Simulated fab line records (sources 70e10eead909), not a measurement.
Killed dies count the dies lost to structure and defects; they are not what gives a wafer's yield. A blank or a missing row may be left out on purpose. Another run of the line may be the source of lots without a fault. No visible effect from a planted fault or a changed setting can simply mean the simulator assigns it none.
Matching of chambers    flow nand harc    pecvd-02 running NHARC_A_CHANNEL_HOLE_D2_DEP_01: 3 sister chambers
The step deposits SiON, target thk 140 nm. 6 wafers are shown with their chamber, then 9 later ones without.

== WAFERS PAIRED WITH THEIR CHAMBERS ==
wafer   chamber  heater power w (W)  heater power outer w (W)
L082.1  1        664                 362
L082.2  0        752                 384
L082.5  0        751                 389
L084.1  1        636                 350
L084.3  2        578                 367
L084.4  2        598                 384

== WAFERS WITH NO CHAMBER GIVEN ==
wafer   heater power w (W)  heater power outer w (W)
L089.3  686                 454
L089.5  717                 393
L089.6  744                 391
L093.3  620                 316
L093.5  774                 426
L093.6  685                 458
L094.1  678                 449
L094.3  709                 401
L094.4  683                 443

== WHICH CHAMBER EACH ONE RAN IN ==
wafer    from the rows above            in truth
L089.3   0                              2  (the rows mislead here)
L089.5   0                              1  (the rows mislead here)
L089.6   0                              0
L093.3   1                              1
L093.5   0                              0
L093.6   0                              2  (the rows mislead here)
L094.1   can't be placed: 0 or 2 or 1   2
L094.3   0                              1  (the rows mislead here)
L094.4   0                              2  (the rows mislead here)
3 of 9 placed correctly. Not placeable from these rows: 1 (in 1, the candidates include the true chamber). Placed wrongly: 5.
How it was worked out, from the rows above alone: a wafer's distance from a chamber is the root of the sum, over the readings, of the square of ((its reading less the chamber's mean) divided by the reading's scatter). If the next closest chamber is less than 2 further off than the closest, the wafer can't be placed; otherwise it belongs to the closest. The mean given for a chamber averages the wafers shown for that chamber. The scatter is the square root of a quotient: the sum, over the shown wafers, of each reading's squared deviation from its chamber's mean, divided by wafers minus chambers.
